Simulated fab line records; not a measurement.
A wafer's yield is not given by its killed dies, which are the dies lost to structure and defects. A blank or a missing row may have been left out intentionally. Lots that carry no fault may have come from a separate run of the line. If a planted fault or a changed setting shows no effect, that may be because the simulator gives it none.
Matching of chambers | flow nandHarc | 3 sister chambers for NHARC_P_M2_PRE_CLEAN_32 on pecvd-02
The step time 12 s. 6 wafers are shown with their chamber, then 7 later ones without.

== WAFERS, EACH WITH ITS CHAMBER ==
wafer  | chamber | heaterPowerW (W) | rfFwdPowerW (W)
L401.1 | 1       | 660              | 291.1
L401.6 | 2       | 653              | 293.1
L403.1 | 2       | 623              | 293.7
L403.6 | 1       | 692              | 293.8
L411.1 | 0       | 755              | 292.4
L411.4 | 0       | 743              | 292.7

== WAFERS WITHOUT THEIR CHAMBER ==
wafer  | heaterPowerW (W) | rfFwdPowerW (W)
L411.5 | 649              | 291.4
L413.1 | 679              | 292.6
L413.4 | 663              | 294.0
L413.5 | 701              | 292.4
L418.3 | 696              | 292.9
L418.4 | 665              | 292.9
L418.6 | 670              | 293.3

== EACH ONE'S CHAMBER ==
wafer  | from the rows above     | in truth
L411.5 | can't be placed: 1 or 2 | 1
L413.1 | 1                       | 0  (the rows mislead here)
L413.4 | can't be placed: 2 or 1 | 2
L413.5 | can't be placed: 1 or 0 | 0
L418.3 | can't be placed: 1 or 0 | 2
L418.4 | can't be placed: 1 or 2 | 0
L418.6 | can't be placed: 1 or 2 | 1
Correct placement for 0 of the 7. Can't be placed from these rows: 6 (the true chamber is among the candidates in 4). Number placed wrongly: 1.
How it was worked out, from the rows above alone: a wafer's distance from a chamber is the root of the sum, over the readings, of the square of ((its reading less the chamber's mean) divided by the reading's scatter). The wafer belongs to the nearest chamber; if the next one is less than 2 further off, it can't be placed. The mean given for a chamber averages the wafers shown for that chamber. How the scatter is found: for the shown wafers, subtract from each reading the mean of its chamber, square and add these, divide the total by (wafers less chambers), then take the root.
